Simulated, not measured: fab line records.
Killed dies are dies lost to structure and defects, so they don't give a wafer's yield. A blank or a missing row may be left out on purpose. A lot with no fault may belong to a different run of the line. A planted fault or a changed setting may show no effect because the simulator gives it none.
A lot that was struck, set against a sound lot || flow n5Finfet || 34 steps out of a route of 1938
Sound: the wafers L974.1, L974.4, L974.6. Struck: wafers L975.3, L975.6 (left out: L975.2, a lot-mate that was not struck); the cause follows at the end.
Order at every step that has rows: each side's tool, ch and its chambers, its first start. Under that, the readings that differ: sound wafers || struck wafers || difference of the means || sigmas: that difference in standard deviations of wafers without a fault.
alike: words and numbers the same on both sides, and readings whose means are apart by under 2 such deviations; not compared: readings that were withheld, readings missing a value for some wafer, numbers with overlapping values and no deviation given by the record, and bounds like >300 which may hide the same value.
A row with sigmas, a row that says differs or no value, or rows on one side alone: a step with any of these is where the two part. Numbers that don't overlap but have no deviation are shown without sigmas and don't part them. Lack of a reading on every wafer of one side parts them only where that side has two or more wafers.

first, 8 steps without rows for these wafers: N5_BEOL_M10_SPUTTER_48 (material Cu, target thk 12 nm, time 2 s); N5_BEOL_M10_ECD_50 (material Cu, target thk 318 nm); N5_BEOL_M10_ANNEAL_51 (time 90 s); N5_BEOL_M10_CMP_52 (polishes, stops on SiCOH lowk, t overpolish 7 s, target thk 140 nm); N5_BEOL_M10_PRE_CLEAN_55 (time 15 s); N5_BEOL_M10_DEP_56 (deposits SiCN from 3MS/NH3, target thk 15 nm, time 26.5 s); N5_BEOL_M11_ILD_DEP_00 (deposits SiCOH lowk from DEMS/porogen, target thk 308.51 nm, time 58 s); N5_BEOL_M11_CURE_71 (cures SiCOH lowk, time 240 s).
N5_BEOL_M11_PECVD_70: deposits SiO2 from TEOS/O2, target thk 20 nm, time 22.7 s.
  sound on pecvd-02 ch 0,2, day 17 11:55; struck on pecvd-02 ch 0,2, day 17 23:40
{"reading": "model.SiO2_of_BEOL_M11_PECVD_70.thkNm (nm)", "sound": "19.8 20.2 19.8", "struck": "20.8 20.6", "difference": "+0.8", "sigmas": ""}
  alike: heaterPowerW, showerheadPlenumPTorr, throttleValvePct
then, 24 steps without rows for these wafers: N5_BEOL_M11_HM_DEP_02 (deposits TiN, target thk 20 nm); N5_BEOL_M11_COAT_59 (time 60 s, resist thk 100 nm); N5_BEOL_M11_COAT_60 (time 60 s, resist thk 30 nm); N5_BEOL_M11_COAT_05 (resist thk 90 nm); N5_BEOL_M11_EBR_07; N5_BEOL_M11_SOFTBAKE_06 (time 60 s); N5_BEOL_M11_EXPOSE_08 (exposes mask M11); N5_BEOL_M11_PEB_09 (peb time 60 s); N5_BEOL_M11_DEVELOP_10 (develop time 30 s); N5_BEOL_M11_DESCUM_16 (chemistry O2, time 7.9 s); N5_BEOL_M11_ETCH_61 (etches SiARC in CF4, target depth 39 nm, time 65 s); N5_BEOL_M11_ETCH_62 (etches SOC in N2/H2, target depth 110 nm, overetch 22 nm, time 165 s); N5_BEOL_M11_STRIP_68 (strips in N2/H2); N5_BEOL_M11_STRIP_67 (strips in CF4); N5_BEOL_M11_HM_OPEN_17 (chemistry Cl2/BCl3, target TiN, target depth 20 nm, overetch 6 nm); N5_BEOL_M11_STRIP_19 (strips in O2); N5_BEOL_M11_COAT_63 (time 60 s, resist thk 100 nm); N5_BEOL_M11_COAT_64 (time 60 s, resist thk 30 nm); N5_BEOL_M11_COAT_22 (resist thk 90 nm); N5_BEOL_M11_EBR_24; N5_BEOL_M11_SOFTBAKE_23 (time 60 s); N5_BEOL_M11_EXPOSE_25 (exposes mask V10); N5_BEOL_M11_PEB_26 (peb time 60 s); N5_BEOL_M11_DEVELOP_27 (develop time 30 s).
N5_BEOL_M11_HM_STRIP_39: strips TiN in peroxide tin strip, target depth 25 nm, time 158 s.
  sound on wetBench-03 ch 0,5,6, day 17 13:57; struck on wetBench-02 ch 1,5, day 18 06:17
{"reading": "model.SiO2_of_BEOL_M11_PECVD_70.thkNm (nm)", "sound": "19.8 20 19.8", "struck": "20.6 20.6", "difference": "+0.7", "sigmas": ""}

## WHERE THEY PART
Nowhere in this record.

WHY: whatever the simulator had introduced
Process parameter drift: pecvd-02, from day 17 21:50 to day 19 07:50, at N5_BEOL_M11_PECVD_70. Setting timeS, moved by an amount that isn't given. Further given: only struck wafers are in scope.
